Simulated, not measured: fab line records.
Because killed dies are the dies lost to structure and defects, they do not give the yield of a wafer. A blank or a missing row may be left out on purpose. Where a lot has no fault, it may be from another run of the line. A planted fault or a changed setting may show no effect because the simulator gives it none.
Chamber matching ; flow nand_harc ; NHARC_A_CONTACT_ETCH_88 on rie_diel-08: 4 sister chambers
The step etches the open film in CF4, target depth 39 nm, time 65 s. 8 wafers are shown with their chamber, then 10 later ones without.

== EACH WAFER AND ITS CHAMBER ==
wafer;chamber;drypump_motor_current_A (A);showerhead_plenum_p_Torr (Torr)
L080.1;1;5.4;1.80
L080.5;1;5.4;1.80
L081.3;0;5.8;1.89
L088.1;3;5.1;1.69
L088.3;2;4.8;1.84
L088.6;0;5.7;1.89
L095.1;3;5.1;1.69
L095.4;2;4.8;1.83

== WAFERS WHOSE CHAMBER IS MISSING ==
wafer;drypump_motor_current_A (A);showerhead_plenum_p_Torr (Torr)
L095.5;4.8;1.83
L094.1;4.8;1.83
L094.2;5.1;1.69
L094.3;5.4;1.80
L093.3;5.1;1.69
L093.4;4.8;1.83
L093.6;4.8;1.83
L086.1;4.8;1.83
L086.2;5.1;1.69
L086.6;5.7;1.89

== WHICH CHAMBER EACH ONE RAN IN ==
wafer;from the rows above;in truth
L095.5;2;2
L094.1;2;2
L094.2;3;3
L094.3;1;1
L093.3;3;3
L093.4;2;2
L093.6;2;2
L086.1;2;2
L086.2;3;3
L086.6;0;0
Placed correctly: 10 of 10. Number that these rows cannot place: 0. Placed wrongly: 0.
How it was worked out, from the rows above alone: a wafer's distance from a chamber is the root of the sum, over the readings, of the square of ((its reading less the chamber's mean) divided by the reading's scatter). The wafer belongs to the nearest chamber; if the next one is less than 2 further off, it can't be placed. Each chamber's mean is taken over the wafers shown for it. How the scatter is found: for the shown wafers, subtract from each reading the mean of its chamber, square and add these, divide the total by (wafers less chambers), then take the root.
